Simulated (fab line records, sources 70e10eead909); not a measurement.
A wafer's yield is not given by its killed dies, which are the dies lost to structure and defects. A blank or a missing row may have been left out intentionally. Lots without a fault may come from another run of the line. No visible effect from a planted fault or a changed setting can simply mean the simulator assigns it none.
Matching of chambers || flow nand harc || NHARC_P_M2_ETCH_35 on rie diel-08: 4 sister chambers
The step etches the open film in N2/H2, target depth 40 nm, overetch 12 nm, time 43.94 s. 20 wafers are shown with their chamber, then 10 later ones without.

EACH WAFER AND ITS CHAMBER
{"wafer": "L075.2", "chamber": 2, "showerhead plenum p Torr (Torr)": 2.20, "rf vpp V (V)": 434.0, "oes product au (a.u.)": 0.995}
{"wafer": "L075.3", "chamber": 1, "showerhead plenum p Torr (Torr)": 2.10, "rf vpp V (V)": 433.3, "oes product au (a.u.)": 1.007}
{"wafer": "L075.5", "chamber": 2, "showerhead plenum p Torr (Torr)": 2.20, "rf vpp V (V)": 433.6, "oes product au (a.u.)": 0.980}
{"wafer": "L076.3", "chamber": 0, "showerhead plenum p Torr (Torr)": 2.08, "rf vpp V (V)": 431.6, "oes product au (a.u.)": 1.005}
{"wafer": "L076.5", "chamber": 1, "showerhead plenum p Torr (Torr)": 2.10, "rf vpp V (V)": 433.3, "oes product au (a.u.)": 1.001}
{"wafer": "L076.6", "chamber": 0, "showerhead plenum p Torr (Torr)": 2.08, "rf vpp V (V)": 432.8, "oes product au (a.u.)": 1.017}
{"wafer": "L077.2", "chamber": 3, "showerhead plenum p Torr (Torr)": 2.06, "rf vpp V (V)": 430.8, "oes product au (a.u.)": 0.994}
{"wafer": "L077.4", "chamber": 1, "showerhead plenum p Torr (Torr)": 2.10, "rf vpp V (V)": 432.7, "oes product au (a.u.)": 0.994}
{"wafer": "L077.6", "chamber": 0, "showerhead plenum p Torr (Torr)": 2.08, "rf vpp V (V)": 430.9, "oes product au (a.u.)": 1.019}
{"wafer": "L079.2", "chamber": 2, "showerhead plenum p Torr (Torr)": 2.20, "rf vpp V (V)": 434.8, "oes product au (a.u.)": 0.988}
{"wafer": "L079.5", "chamber": 2, "showerhead plenum p Torr (Torr)": 2.19, "rf vpp V (V)": 434.1, "oes product au (a.u.)": 0.988}
{"wafer": "L079.6", "chamber": 1, "showerhead plenum p Torr (Torr)": 2.10, "rf vpp V (V)": 431.3, "oes product au (a.u.)": 0.986}
{"wafer": "L080.3", "chamber": 0, "showerhead plenum p Torr (Torr)": 2.07, "rf vpp V (V)": 431.0, "oes product au (a.u.)": 1.014}
{"wafer": "L080.4", "chamber": 2, "showerhead plenum p Torr (Torr)": 2.19, "rf vpp V (V)": 434.4, "oes product au (a.u.)": 0.986}
{"wafer": "L080.6", "chamber": 2, "showerhead plenum p Torr (Torr)": 2.19, "rf vpp V (V)": 435.0, "oes product au (a.u.)": 0.992}
{"wafer": "L085.2", "chamber": 3, "showerhead plenum p Torr (Torr)": 2.06, "rf vpp V (V)": 430.7, "oes product au (a.u.)": 1.010}
{"wafer": "L085.3", "chamber": 2, "showerhead plenum p Torr (Torr)": 2.19, "rf vpp V (V)": 435.2, "oes product au (a.u.)": 0.996}
{"wafer": "L085.5", "chamber": 0, "showerhead plenum p Torr (Torr)": 2.07, "rf vpp V (V)": 430.1, "oes product au (a.u.)": 1.004}
{"wafer": "L086.4", "chamber": 3, "showerhead plenum p Torr (Torr)": 2.06, "rf vpp V (V)": 431.7, "oes product au (a.u.)": 0.999}
{"wafer": "L086.5", "chamber": 0, "showerhead plenum p Torr (Torr)": 2.07, "rf vpp V (V)": 431.4, "oes product au (a.u.)": 1.009}

SIGNATURES (averages over the wafers above)
{"reading": "showerhead plenum p Torr", "chamber 0": 2.0750, "chamber 1": 2.1000, "chamber 2": 2.1943, "chamber 3": 2.0600, "scatter within a chamber": 0.00448}
{"reading": "rf vpp V", "chamber 0": 431.300, "chamber 1": 432.650, "chamber 2": 434.443, "chamber 3": 431.067, "scatter within a chamber": 0.765}
{"reading": "oes product au", "chamber 0": 1.01133, "chamber 1": 0.99700, "chamber 2": 0.98929, "chamber 3": 1.00100, "scatter within a chamber": 0.0069}
Rule: for each reading, subtract the chamber's mean from the wafer's reading, divide by that reading's scatter and square the result; add these up over the readings and take the root, which gives the wafer's distance from the chamber. The wafer belongs to the nearest chamber; if the next one is less than 2 further off, it can't be placed. The scatter: take each reading less its chamber's mean, square it, sum over the shown wafers, divide by the number of wafers less the number of chambers, and take the root.

WAFERS WITH NO CHAMBER GIVEN
{"wafer": "L086.6", "showerhead plenum p Torr (Torr)": 2.10, "rf vpp V (V)": 430.9, "oes product au (a.u.)": 0.995}
{"wafer": "L087.3", "showerhead plenum p Torr (Torr)": 2.19, "rf vpp V (V)": 435.2, "oes product au (a.u.)": 0.998}
{"wafer": "L087.4", "showerhead plenum p Torr (Torr)": 2.10, "rf vpp V (V)": 431.1, "oes product au (a.u.)": 1.002}
{"wafer": "L087.6", "showerhead plenum p Torr (Torr)": 2.19, "rf vpp V (V)": 435.5, "oes product au (a.u.)": 0.989}
{"wafer": "L091.3", "showerhead plenum p Torr (Torr)": 2.06, "rf vpp V (V)": 430.4, "oes product au (a.u.)": 1.009}
{"wafer": "L091.4", "showerhead plenum p Torr (Torr)": 2.07, "rf vpp V (V)": 430.2, "oes product au (a.u.)": 1.015}
{"wafer": "L091.5", "showerhead plenum p Torr (Torr)": 2.10, "rf vpp V (V)": 433.7, "oes product au (a.u.)": 1.001}
{"wafer": "L097.1", "showerhead plenum p Torr (Torr)": 2.10, "rf vpp V (V)": 432.1, "oes product au (a.u.)": 0.999}
{"wafer": "L097.3", "showerhead plenum p Torr (Torr)": 2.06, "rf vpp V (V)": 431.6, "oes product au (a.u.)": 0.997}
{"wafer": "L097.5", "showerhead plenum p Torr (Torr)": 2.19, "rf vpp V (V)": 434.7, "oes product au (a.u.)": 0.998}

EACH ONE'S CHAMBER
{"wafer": "L086.6", "from the rows above": 1, "in truth": 1}
{"wafer": "L087.3", "from the rows above": 2, "in truth": 2}
{"wafer": "L087.4", "from the rows above": 1, "in truth": 1}
{"wafer": "L087.6", "from the rows above": 2, "in truth": 2}
{"wafer": "L091.3", "from the rows above": 3, "in truth": 3}
{"wafer": "L091.4", "from the rows above": "can't be placed: 0 or 3", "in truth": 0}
{"wafer": "L091.5", "from the rows above": 1, "in truth": 1}
{"wafer": "L097.1", "from the rows above": 1, "in truth": 1}
{"wafer": "L097.3", "from the rows above": 3, "in truth": 3}
{"wafer": "L097.5", "from the rows above": 2, "in truth": 2}
Correctly placed: 9 of 10. From these rows, 1 cannot be placed; in 1 the true chamber is one of the candidates. Number placed wrongly: 0.
